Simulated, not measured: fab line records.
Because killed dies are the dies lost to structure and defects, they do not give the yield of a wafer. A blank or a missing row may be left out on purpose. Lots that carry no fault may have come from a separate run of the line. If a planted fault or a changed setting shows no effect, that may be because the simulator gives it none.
3 desks looking at one fault || flow nand harc || every desk sees just its own numbers, and what lay behind them comes last

TOOL OWNER'S DESK, arfi scanner-03
The tool's own readings at NHARC_A_M1_EXPOSE_06 (exposes mask A M1, target cd 120 nm): means of the sampled wafers that have a number, for each lot that ran on this tool. A lot is out of limits, marked OUT, if its mean lies more than 4 standard deviations from the usual mean; the brackets give that distance.
Columns: A = exposure dose mJ cm2 at NHARC_A_M1_EXPOSE_06, usual 75.13
{"lot": "L295", "first seen here": "day 27 01:44", "A": 75.09}
{"lot": "L307", "first seen here": "day 32 07:33", "A": "74.33 (-11) OUT"}
This desk finds L307 out of limits, L307 being first, at day 32 07:33 (exposure dose mJ cm2 at NHARC_A_M1_EXPOSE_06). Within limits: L295.

METROLOGY DESK
Lot by lot, what the gauges showed, no matter which tool ran the lot: averages of those sampled wafers that carry a number. A lot is out of limits, marked OUT, if its mean lies more than 4 standard deviations from the usual mean; the brackets give that distance.
Columns: A = cd nm at NHARC_A_M1_CD_MEAS_09, usual 119.8 nm; B = overlay x nm at NHARC_A_M1_OVL_MEAS_10, usual 0.0 nm; C = overlay y nm at NHARC_A_M1_OVL_MEAS_10, usual -0.1 nm; D = cd nm at NHARC_A_M1_CD_MEAS_16, usual 119.6 nm
{"lot": "L287", "first seen here": "day 23 05:17", "A": 119.0, "B": 0.9, "C": 0.1, "D": 119.3}
{"lot": "L291", "first seen here": "day 26 03:58", "A": 119.4, "B": 0.6, "C": 0.7, "D": 119.2}
{"lot": "L295", "first seen here": "day 27 01:52", "A": 120.2, "B": -0.3, "C": 0.1, "D": 119.5}
{"lot": "L308", "first seen here": "day 31 22:56", "A": 120.3, "B": -0.5, "C": 0.4, "D": 120.0}
{"lot": "L307", "first seen here": "day 32 07:41", "A": "122.8 (+4.2) OUT", "B": -1.4, "C": -0.1, "D": "123.1 (+4.3) OUT"}
This desk finds L307 out of limits, L307 being first, at day 32 07:41 (cd nm at NHARC_A_M1_CD_MEAS_09). Within limits: L287, L291, L295, L308.

THE DEFECT DESK
For each lot, the counts of the inspections along the route, averaged over the sampled wafers that have a number. A lot is out of limits, marked OUT, if its mean lies more than 4 standard deviations from the usual mean; the brackets give that distance.
Columns: A = raw defect count at NHARC_A_M0_INSPECT_27, usual 565; B = raw defect count at NHARC_A_M1_INSPECT_11, usual 82
{"lot": "L287", "first seen here": "day 23 03:54", "A": 705, "B": 67}
{"lot": "L291", "first seen here": "day 26 02:34", "A": 489, "B": 67}
{"lot": "L295", "first seen here": "day 27 00:29", "A": 592, "B": 127}
{"lot": "L308", "first seen here": "day 31 21:33", "A": 419, "B": 33}
{"lot": "L307", "first seen here": "day 32 06:17", "A": 620, "B": 58}
Result from this desk: across the 5 lots, nothing is out of limits.

BROUGHT TOGETHER
An alarm could have come from the tool owner's desk at day 32 07:33, on L307.
L307 would have let the metrology desk raise an alarm at day 32 07:41.
Nothing the defect desk looked at was out of limits.
The defect desk has L307 on record, within its limits.
Every lot named ran NHARC_A_M1_EXPOSE_06 on arfi scanner-03.

WHAT THE SIMULATOR PUT IN
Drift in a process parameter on arfi scanner-03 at NHARC_A_M1_EXPOSE_06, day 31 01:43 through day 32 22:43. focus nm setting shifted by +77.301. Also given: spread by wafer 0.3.
Shown lots that were struck: L307.
Fault start to first reading out of limits, in hours, per desk: tool owner, 30; metrology, 30.
